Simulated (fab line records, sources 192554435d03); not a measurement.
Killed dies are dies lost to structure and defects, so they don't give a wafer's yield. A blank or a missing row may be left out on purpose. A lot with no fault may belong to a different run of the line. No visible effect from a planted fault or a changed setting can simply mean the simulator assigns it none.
fab line records    flow n5_finfet
record: lots: 7  wafers: 21
route steps=1938 shown BEOL_M10@1480 BEOL_M11@1539 BEOL_M12@1602
start_h: hours from the record's opening day to when the first of the lot's shown wafers began    wait_h: hours elapsed since this lot's preceding step    " unchanged from the row above    L1.1+2: one row covering several wafers at once    - value missing, or start not given    * or withheld: withheld    < > ~ a bound
route shown NAME@n: a module of which the file shows steps, and the number in the route of the first    usual: mean/standard deviation of fault-free wafers    same: alike in all rows    chamber/n: place in a boat    sites: the reading at each site    _std_site: the values' standard deviation    _edge_site: mean of outer sites minus mean of inner sites    radius_mm: how far each site lies from the wafer's centre    mask NAME#n: copy n    behind: the last tool/chamber to shape the wafer    hold: the reason the lot was held/the length of the hold in hours/how it ended    device: names the non-switching transistor (n, p or np)    end of line: at the end of the route, the tests of the same wafers    where a step has no rows: the recipe by itself    killed: the dies lost at the first sort to structure and to defects; this is not the yield of the wafer    map: dies across one wafer; x = killed, . = not, _ = none there
set.NAME: the run value of the setting; set.NAME@STEP: its run value at that earlier step    model.NAME: the simulator's own value behind a step, which no gauge read
one table per step and one row per wafer, for lots whose settings were changed on purpose
== steps ==
step: N5_BEOL_M10_EXPOSE_08
recipe: mask_id: M10  na: 1.35  source_shape: dipole  sigma_inner: 0.411  sigma_outer: 0.611  polarization: te  dose_mj: 53.75
lot.wafer   tool             chamber  start_h  wait_h  mask   set.dose_mj
L075.2      arfi_scanner-01  0        208.95   -       M10#0  56.71
L075.5+6    "                0        "        "       M10#0  53.75
L081.2+6    arfi_scanner-03  0        253.60   -       M10#0  57.57
L081.3      "                0        "        "       M10#0  53.75
L083.1      arfi_scanner-03  0        269.80   -       M10#0  53.75
L083.4+5    "                0        "        "       M10#0  56.11
L085.2+5+6  arfi_scanner-03  0        282.49   -       M10#0  53.75
L087.3+5+6  arfi_scanner-01  0        288.93   -       M10#0  53.75
L094.3+6    arfi_scanner-02  0        330.88   -       M10#0  53.75
L094.5      "                0        "        "       M10#0  56.2
L095.1+4+5  arfi_scanner-02  0        338.83   -       M10#0  53.75
step: N5_BEOL_M10_PEB_09
recipe: peb_temp_c: withheld  peb_time_s: 60  resist: CAR-ArF
step: N5_BEOL_M10_DEVELOP_10
recipe: develop_time_s: 30  developer: TMAH  resist: CAR-ArF  rinse_liquid: diw  dry: air_spin  dev_temp_c: 23
step: N5_BEOL_M10_CD_MEAS_11
recipe: target_cd_nm: 64.1  landing_energy_ev: 500  detector: se_inlens  polarity: opening
usual: cd_nm: 64.1/0.54
lot.wafer  tool       chamber  start_h  wait_h  set.dose_mj@BEOL_M10_EXPOSE_08  cd_nm
L075.2     cd_sem-03  0        209.08   -       56.71                           67.0
L075.5     "          0        "        "       53.75                           64.1
L075.6     "          0        "        "       53.75                           64.4
L081.2     cd_sem-02  0        253.72   -       57.57                           67.0
L081.3     "          0        "        "       53.75                           63.4
L081.6     "          0        "        "       57.57                           67.4
L083.1     cd_sem-02  0        269.93   -       53.75                           64.7
L083.4     "          0        "        "       56.11                           66.9
L083.5     "          0        "        "       56.11                           66.4
L085.2     cd_sem-02  0        282.61   -       53.75                           64.4
L085.5     "          0        "        "       53.75                           64.7
L085.6     "          0        "        "       53.75                           63.8
L087.3     cd_sem-01  0        289.05   -       53.75                           64.1
L087.5     "          0        "        "       53.75                           64.3
L087.6     "          0        "        "       53.75                           64.3
L094.3     cd_sem-01  0        331.00   -       53.75                           64.4
L094.5     "          0        "        "       56.2                            66.8
L094.6     "          0        "        "       53.75                           64.9
L095.1     cd_sem-02  0        338.96   -       53.75                           64.6
L095.4     "          0        "        "       53.75                           63.2
L095.5     "          0        "        "       53.75                           63.7
step: N5_BEOL_M10_DESCUM_16
recipe: chemistry: O2  time_s: 7.9  source_power_w: 50  bias_power_w: 20  pressure_mtorr: 20  rf_frequency_hz: 2.712e+07  temp_c: 40  resist: CAR-ArF  o2_flow_sccm: 225
step: N5_BEOL_M10_ETCH_61
recipe: chemistry: CF4  target: SiARC  target_depth_a: 390  mask_material: CAR-ArF  time_s: 65  ion_energy_ev: 80  pressure_mtorr: 40  source_w: 545  bias_w: 36  Ar_flow_sccm: 100  cf4_flow_sccm: 100  ends: cleared
lot.wafer  tool         chamber  start_h  wait_h  set.spin_rpm@BEOL_M10_COAT_60  set.dose_mj@BEOL_M10_EXPOSE_08  model.BEOL_M10.cd_offset_nm  model.etch.depth_nm  model.CAR-ArF_of_BEOL_M10_COAT_05.thk_nm
L075.2     rie_diel-05  1        209.31   0.0     1500                           56.71                           2.8                          30.04                55.6
L075.5     "            0        "        "       1500                           53.75                           0.2                          30.04                55.6
L075.6     "            3        "        "       1500                           53.75                           0.2                          29.99                55.8
L081.2     rie_diel-02  2        254.64   0.0     1500                           57.57                           2.8                          29.94                55.4
L081.3     "            3        "        "       1500                           53.75                           -1.2                         29.85                55.4
L081.6     "            3        "        "       1419                           57.57                           3.2                          30.73                54.6
L083.1     rie_diel-05  1        270.05   0.0     1395                           53.75                           0.8                          31.11                54.8
L083.4     "            2        "        "       1500                           56.11                           2.8                          29.95                55.6
L083.5     "            1        "        "       1395                           56.11                           2.8                          31.1                 54.6
L085.2     rie_diel-02  1        282.82   0.0     1500                           53.75                           0.2                          30.01                55.2
L085.5     "            1        "        "       1500                           53.75                           0.4                          29.96                55.6
L085.6     "            0        "        "       1500                           53.75                           -0.4                         30.09                55.4
L087.3     rie_diel-02  0        289.30   0.0     1588                           53.75                           0                            29.08                56.6
L087.5+6   "            0,1      "        "       1500                           53.75                           0.2                          30                   55.8
L094.3     rie_diel-05  0        331.12   0.0     1500                           53.75                           -0.4                         29.88                56
L094.5     "            1        "        "       1500                           56.2                            3                            29.82                56
L094.6     "            2        "        "       1500                           53.75                           0.6                          29.77                55.8
L095.1     rie_diel-05  2        339.08   0.0     1500                           53.75                           0.2                          29.95                55.6
L095.4     "            1        "        "       1500                           53.75                           -0.6                         30.01                55.8
L095.5     "            2        "        "       1634                           53.75                           -0.8                         28.72                57
step: N5_BEOL_M10_ETCH_62
recipe: chemistry: N2/H2  target: SOC  target_depth_a: 1100  overetch_a: 220  mask_material: SiARC  temp_c: 40  time_s: 165  ion_energy_ev: 200  pressure_mtorr: 30  source_w: 840  bias_w: 150  n2_flow_sccm: 200  h2_flow_sccm: 200
lot.wafer  tool         chamber  start_h  wait_h  set.spin_rpm@BEOL_M10_COAT_60  model.SiARC_of_BEOL_M10_COAT_60.thk_nm
L075.2+5   rie_diel-05  1,0      209.36   0.0     1500                           23.2
L075.6     "            3        "        "       1500                           23.6
L081.2     rie_diel-02  2        254.69   0.0     1500                           23.8
L081.3     "            3        "        "       1500                           23.6
L081.6     "            3        "        "       1419                           24.4
L083.1+5   rie_diel-05  1        270.10   0.0     1395                           24.4
L083.4     "            2        "        "       1500                           23.6
L085.2+5   rie_diel-02  1        282.87   0.0     1500                           23.4
L085.6     "            0        "        "       1500                           23.6
L087.3     rie_diel-02  0        289.35   0.0     1588                           22.6
L087.5     "            0        "        "       1500                           23.6
L087.6     "            1        "        "       1500                           23.4
L094.3+5   rie_diel-05  0,1      331.17   0.0     1500                           23
L094.6     "            2        "        "       1500                           23.4
L095.1     rie_diel-05  2        339.13   0.0     1500                           23.6
L095.4     "            1        "        "       1500                           23.2
L095.5     "            2        "        "       1634                           22.2
step: N5_BEOL_M10_STRIP_68
recipe: chemistry: N2/H2  temp_c: 40  n2_flow_sccm: 200  h2_flow_sccm: 200  rf_frequency_hz: 6e+07
step: N5_BEOL_M10_STRIP_67
recipe: chemistry: CF4  resist: SiARC  power_w: 300  bias_power_w: 75  pressure_mtorr: 50  cf4_flow_sccm: 150  rf_frequency_hz: 6e+07
step: N5_BEOL_M10_HM_OPEN_17
recipe: chemistry: Cl2/BCl3  target_depth_a: 200  overetch_a: 60  target: TiN  mask_material: SOC  ion_energy_ev: 150  pressure_mtorr: 10  icp_w: 1000  bias_w: 126  Cl2_flow_sccm: 53.25  bcl3_flow_sccm: 21.75  Ar_flow_sccm: 25
lot.wafer  tool          chamber  start_h  wait_h  set.dose_mj@BEOL_M10_EXPOSE_08  model.BEOL_M10.cd_offset_nm
L075.2     rie_metal-02  0        209.54   0.0     56.71                           2.8
L075.5     "             0        "        "       53.75                           0.2
L075.6     "             1        "        "       53.75                           -0.2
L081.2     rie_metal-02  1        254.87   0.0     57.57                           2.6
L081.3     "             0        "        "       53.75                           -1.2
L081.6     "             1        "        "       57.57                           3.2
L083.1     rie_metal-02  0        270.29   0.0     53.75                           0.6
L083.4+5   "             1        "        "       56.11                           2.6
L085.2     rie_metal-01  1        283.05   0.0     53.75                           0.2
L085.5     "             1        "        "       53.75                           0.4
L085.6     "             0        "        "       53.75                           -0.6
L087.3     rie_metal-02  1        289.57   0.1     53.75                           0
L087.5+6   "             1,0      "        "       53.75                           0.2
L094.3     rie_metal-03  1        331.39   0.1     53.75                           -0.2
L094.5     "             0        "        "       56.2                            3.2
L094.6     "             1        "        "       53.75                           0.4
L095.1     rie_metal-03  1        339.32   0.0     53.75                           -0.2
L095.4     "             0        "        "       53.75                           -0.6
L095.5     "             1        "        "       53.75                           -1.2
step: N5_BEOL_M10_STRIP_19
recipe: chemistry: O2  power_w: 400  temp_c: 40  pressure_mtorr: 30  rf_frequency_hz: 6e+07  bias_power_w: 0  overash_fraction: 0.2  o2_flow_sccm: 225
step: N5_BEOL_M10_CD_MEAS_18
recipe: pitch_nm: 140  target_cd_nm: 70
usual: cd_nm: 69.9/0.59
lot.wafer  tool       chamber  start_h  wait_h  set.dose_mj@BEOL_M10_EXPOSE_08  cd_nm
L075.2     cd_sem-02  -        209.92   0.1     56.71                           73.2
L075.5     "          -        "        "       53.75                           70.1
L075.6     "          -        "        "       53.75                           69.8
L081.2     cd_sem-02  -        255.06   0.1     57.57                           72.4
L081.3     "          -        "        "       53.75                           68.7
L081.6     "          -        "        "       57.57                           73.0
L083.1     cd_sem-01  -        270.47   0.0     53.75                           70.4
L083.4     "          -        "        "       56.11                           72.5
L083.5     "          -        "        "       56.11                           72.5
L085.2     cd_sem-03  -        283.34   0.1     53.75                           69.9
L085.5     "          -        "        "       53.75                           70.5
L085.6     "          -        "        "       53.75                           69.2
L087.3     cd_sem-02  -        289.72   0.1     53.75                           69.8
L087.5     "          -        "        "       53.75                           69.7
L087.6     "          -        "        "       53.75                           70.2
L094.3     cd_sem-01  -        331.55   0.1     53.75                           69.4
L094.5     "          -        "        "       56.2                            72.9
L094.6     "          -        "        "       53.75                           70.7
L095.1     cd_sem-01  -        339.50   0.0     53.75                           69.6
L095.4     "          -        "        "       53.75                           69.5
L095.5     "          -        "        "       53.75                           68.4
step: N5_BEOL_M10_COAT_63
recipe: resist: SOC  temp_c: 250  time_s: 60  spin_rpm: 1500  resist_thk_nm: 100
step: N5_BEOL_M10_COAT_64
recipe: resist: SiARC  temp_c: 220  time_s: 60  spin_rpm: 1500  resist_thk_nm: 30
step: N5_BEOL_M10_PRECLEAN_42
recipe: chemistry: residue_remover  time_s: 60  temp_c: 40
step: N5_BEOL_M10_SRD_43
recipe: time_s: 30  temp_c: 23  rinse_liquid: diw  dry: ipa_marangoni
step: N5_BEOL_M10_CD_MEAS_35
recipe: target_cd_nm: 70  polarity: opening
usual: cd_nm: 70.0/0.61
lot.wafer  tool       chamber  start_h  wait_h  set.dose_mj@BEOL_M10_EXPOSE_08  cd_nm
L075.2     cd_sem-02  -        211.08   0.0     56.71                           72.8
L075.5     "          -        "        "       53.75                           70.6
L075.6     "          -        "        "       53.75                           69.8
L081.2     cd_sem-02  -        256.60   0.0     57.57                           72.7
L081.3     "          -        "        "       53.75                           68.7
L081.6     "          -        "        "       57.57                           73.4
L083.1     cd_sem-02  -        271.70   0.0     53.75                           70.3
L083.4     "          -        "        "       56.11                           72.5
L083.5     "          -        "        "       56.11                           72.4
L085.2     cd_sem-01  -        284.76   0.0     53.75                           70.4
L085.5     "          -        "        "       53.75                           70.3
L085.6     "          -        "        "       53.75                           69.4
L087.3     cd_sem-01  -        291.83   0.0     53.75                           70.0
L087.5     "          -        "        "       53.75                           70.7
L087.6     "          -        "        "       53.75                           70.6
L094.3     cd_sem-02  -        333.29   0.0     53.75                           69.8
L094.5     "          -        "        "       56.2                            73.0
L094.6     "          -        "        "       53.75                           70.2
L095.1     cd_sem-01  -        341.53   0.0     53.75                           69.6
L095.4     "          -        "        "       53.75                           69.2
L095.5     "          -        "        "       53.75                           69.2
step: N5_BEOL_M11_PECVD_70
recipe: material: SiO2  target_thk_a: 200  temp_c: 400  precursor: TEOS/O2  pressure_torr: 5.5  rf_w: 450  teos_flow_sccm: 53.8  gas: O2  flow_sccm: 3000  time_s: 22.7
lot.wafer  tool      chamber  start_h  wait_h  set.temp_c  model.SiO2_of_BEOL_M11_PECVD_70.thk_nm
L075.2     pecvd-01  0        215.05   0.0     400         20
L075.5     "         0        "        "       412.3       18.4
L075.6     "         1        "        "       412.3       18.6
L081.2     pecvd-01  0        259.50   0.0     385.8       21.8
L081.3+6   "         2        "        "       400         19.6
L083.1     pecvd-01  1        274.99   0.0     409.6       18.4
L083.4     "         0        "        "       400         20
L083.5     "         1        "        "       409.6       18.8
L085.2+5   pecvd-02  2,1      287.85   0.0     400         20.2
L085.6     "         2        "        "       400         20.6
L087.3     pecvd-04  1        294.94   0.0     409.3       18.8
L087.5     "         2        "        "       400         20.4
L087.6     "         0        "        "       409.3       19
L094.3     pecvd-04  0        336.35   0.0     400         19.8
L094.5     "         1        "        "       394.7       20.6
L094.6     "         2        "        "       394.7       21
L095.1     pecvd-01  1        344.67   0.0     400         19.8
L095.4     "         1        "        "       384.4       22.4
L095.5     "         0        "        "       384.4       22
step: N5_BEOL_M11_HM_DEP_02
recipe: material: TiN  target_thk_a: 200  temp_c: 25  chamber_pressure_pa: 0.49996
step: N5_BEOL_M11_COAT_59
recipe: resist: SOC  temp_c: 250  time_s: 60  spin_rpm: 1500  resist_thk_nm: 100
step: N5_BEOL_M11_STRIP_77
recipe: chemistry: N2/H2  time_s: 10  power_w: 450  temp_c: 40  pressure_mtorr: 20  rf_frequency_hz: 6e+07  bias_power_w: 7  n2_flow_sccm: 200  h2_flow_sccm: 200
step: N5_BEOL_M11_HM_STRIP_39
recipe: chemistry: peroxide_tin_strip  material: TiN  target_depth_a: 250  temp_c: 50  time_s: 158
lot.wafer  tool          chamber  start_h  wait_h  set.temp_c@BEOL_M11_PECVD_70  model.SiO2_of_BEOL_M11_PECVD_70.thk_nm
L075.2     wet_bench-01  1        220.08   0.0     400                           19.8
L075.5     "             7        "        "       412.3                         18.2
L075.6     "             2        "        "       412.3                         18.6
L081.2     wet_bench-05  1        263.06   0.0     385.8                         21.8
L081.3+6   "             7,4      "        "       400                           19.6
L083.1     wet_bench-04  3        278.17   0.0     409.6                         18.2
L083.4     "             6        "        "       400                           19.8
L083.5     "             0        "        "       409.6                         18.6
L085.2+5   wet_bench-04  0,1      291.83   0.0     400                           20
L085.6     "             6        "        "       400                           20.4
L087.3     wet_bench-01  5        299.94   0.0     409.3                         18.6
L087.5     "             1        "        "       400                           20.2
L087.6     "             3        "        "       409.3                         18.8
L094.3     wet_bench-01  0        342.44   0.0     400                           19.8
L094.5     "             7        "        "       394.7                         20.6
L094.6     "             5        "        "       394.7                         21
L095.1     wet_bench-04  1        348.78   0.0     400                           19.6
L095.4     "             0        "        "       384.4                         22.2
L095.5     "             4        "        "       384.4                         21.8
step: N5_BEOL_M11_SRD_40
recipe: time_s: 30  temp_c: 23  rinse_liquid: diw  dry: ipa_marangoni
step: N5_BEOL_M11_PRECLEAN_42
recipe: chemistry: residue_remover  time_s: 60  temp_c: 40
step: N5_BEOL_M11_ECD_50
recipe: material: Cu  target_thk_a: 3180
step: N5_BEOL_M11_ANNEAL_51
recipe: temp_c: 225  time_s: 90  ambient: N2
step: N5_BEOL_M11_CMP_52
recipe: stop_on: SiCOH_lowk  t_overpolish_s: 7  down_force_psi: 1  platen_rpm: 50  clearing_platen_down_force_psi: 1.5  clearing_platen_rpm: 50  post_cmp_clean: cu_alkaline  target_thk_nm: 140  clearing_platen_pad_velocity_m_s: 0.99484  pad_velocity_m_s: 0.99484
usual: barrier_field_endpoint_s: 29.0/0.69
lot.wafer  tool    chamber  start_h  wait_h  set.temp_c@BEOL_M11_PECVD_70  barrier_field_endpoint_s
L075.2     cmp-02  3        222.08   0.3     400                           28.4
L075.5     "       0        "        "       412.3                         25.8
L075.6     "       1        "        "       412.3                         27.0
L081.3     cmp-04  2        264.83   0.2     400                           29.0
L081.2     "       3        "        "       385.8                         30.8
L081.6     "       2        "        "       400                           29.4
L083.1     cmp-02  1        280.91   0.3     409.6                         26.6
L083.4     "       2        "        "       400                           28.7
L083.5     "       1        "        "       409.6                         27.3
L085.2     cmp-01  3        294.66   0.5     400                           29.3
L085.6     "       0        "        "       400                           30.6
L085.5     "       1        "        "       400                           28.9
L087.3     cmp-04  0        301.73   0.2     409.3                         26.7
L087.6     "       2        "        "       409.3                         27.0
L087.5     "       3        "        "       400                           28.7
L094.3     cmp-01  2        345.47   0.2     400                           28.6
L094.5     "       1        "        "       394.7                         30.2
L094.6     "       2        "        "       394.7                         29.9
L095.4     cmp-04  2        351.35   0.2     384.4                         31.0
L095.1     "       3        "        "       400                           27.6
L095.5     "       0        "        "       384.4                         31.3
step: N5_BEOL_M12_ILD_DEP_00
recipe: material: SiOC  target_thk_a: 6589.2  temp_c: 350  precursor: DEMS/O2  pressure_torr: 5  rf_w: 500  time_s: 130.7
lot.wafer  tool      chamber  start_h  wait_h  set.time_s  model.SiOC_of_BEOL_M12_ILD_DEP_00.thk_nm
L075.2     pecvd-01  0        222.45   0.0     113.6       544.4
L075.5     "         1        "        "       130.7       653.4
L075.6     "         0        "        "       130.7       655.6
L081.2     pecvd-04  0        265.34   0.0     136.8       680.4
L081.3     "         1        "        "       130.7       641.8
L081.6     "         1        "        "       136.8       682.2
L083.1     pecvd-01  2        281.40   0.0     145.8       732.8
L083.4     "         0        "        "       145.8       744
L083.5     "         1        "        "       130.7       664.6
L085.2     pecvd-03  2        295.03   0.0     130.7       657.6
L085.5     "         1        "        "       130.7       672.4
L085.6     "         0        "        "       130.7       669.6
L087.3     pecvd-01  0        302.14   0.0     130.7       646
L087.5     "         1        "        "       130.7       649
L087.6     "         0        "        "       130.7       666.2
L094.3     pecvd-04  0        345.92   0.0     130.7       661.8
L094.5     "         2        "        "       113.5       569.8
L094.6     "         0        "        "       130.7       664.8
L095.1     pecvd-01  1        351.76   0.0     130.7       657
L095.4     "         0        "        "       130.7       666.4
L095.5     "         2        "        "       130.7       667
step: N5_BEOL_M12_THK_MEAS_01
recipe: reads: SiOC_of_BEOL_M12_ILD_DEP_00
usual: M12_ILD_THK: 658/8.9
lot.wafer  tool           chamber  start_h  wait_h  set.time_s@BEOL_M12_ILD_DEP_00  M12_ILD_THK[nm]
L075.2     film_metro-01  -        222.63   0.1     113.6                           545
L075.5     "              -        "        "       130.7                           654
L075.6     "              -        "        "       130.7                           656
L081.2     film_metro-02  -        265.48   0.1     136.8                           681
L081.3     "              -        "        "       130.7                           642
L081.6     "              -        "        "       136.8                           682
L083.1     film_metro-01  -        281.53   0.1     145.8                           733
L083.4     "              -        "        "       145.8                           744
L083.5     "              -        "        "       130.7                           665
L085.2     film_metro-01  -        295.16   0.1     130.7                           657
L085.5     "              -        "        "       130.7                           672
L085.6     "              -        "        "       130.7                           669
L087.3     film_metro-01  -        302.27   0.1     130.7                           646
L087.5     "              -        "        "       130.7                           649
L087.6     "              -        "        "       130.7                           667
L094.3     film_metro-02  -        346.05   0.1     130.7                           662
L094.5     "              -        "        "       113.5                           570
L094.6     "              -        "        "       130.7                           665
L095.1     film_metro-01  -        351.89   0.1     130.7                           657
L095.4     "              -        "        "       130.7                           666
L095.5     "              -        "        "       130.7                           667
== key ==
split: step: N5_BEOL_M10_EXPOSE_08  setting: dose_mj  stated: 53.75  by: wafer
response: step: N5_BEOL_M10_CD_MEAS_11  reading: cd_nm  change: +0.501  per: 1%  r: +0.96
response: step: N5_BEOL_M10_ETCH_61  reading: model.BEOL_M10.cd_offset_nm  change: +0.547  per: 1%  r: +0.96
response: step: N5_BEOL_M10_HM_OPEN_17  reading: model.BEOL_M10.cd_offset_nm  change: +0.558  per: 1%  r: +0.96
response: step: N5_BEOL_M10_CD_MEAS_18  reading: cd_nm  change: +0.568  per: 1%  r: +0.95
response: step: N5_BEOL_M10_CD_MEAS_35  reading: cd_nm  change: +0.561  per: 1%  r: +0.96
split: step: N5_BEOL_M11_PECVD_70  setting: temp_c  stated: 400  by: wafer
response: step: N5_BEOL_M11_PECVD_70  reading: model.SiO2_of_BEOL_M11_PECVD_70.thk_nm  change: -0.597  per: 1%  r: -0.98
response: step: N5_BEOL_M11_HM_STRIP_39  reading: model.SiO2_of_BEOL_M11_PECVD_70.thk_nm  change: -0.591  per: 1%  r: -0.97
response: step: N5_BEOL_M11_CMP_52  reading: barrier_field_endpoint_s  change: -0.712  per: 1%  r: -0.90
split: step: N5_BEOL_M12_ILD_DEP_00  setting: time_s  stated: 130.7  by: wafer
response: step: N5_BEOL_M12_ILD_DEP_00  reading: model.SiOC_of_BEOL_M12_ILD_DEP_00.thk_nm  change: +7.42  per: 1%  r: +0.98
response: step: N5_BEOL_M12_THK_MEAS_01  reading: M12_ILD_THK  change: +7.42  per: 1%  r: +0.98
split outside_this_file step=N5_BEOL_M10_COAT_60 setting=spin_rpm
split outside_this_file: this setting was split too, and the file shows its column; the key of that split is in another file
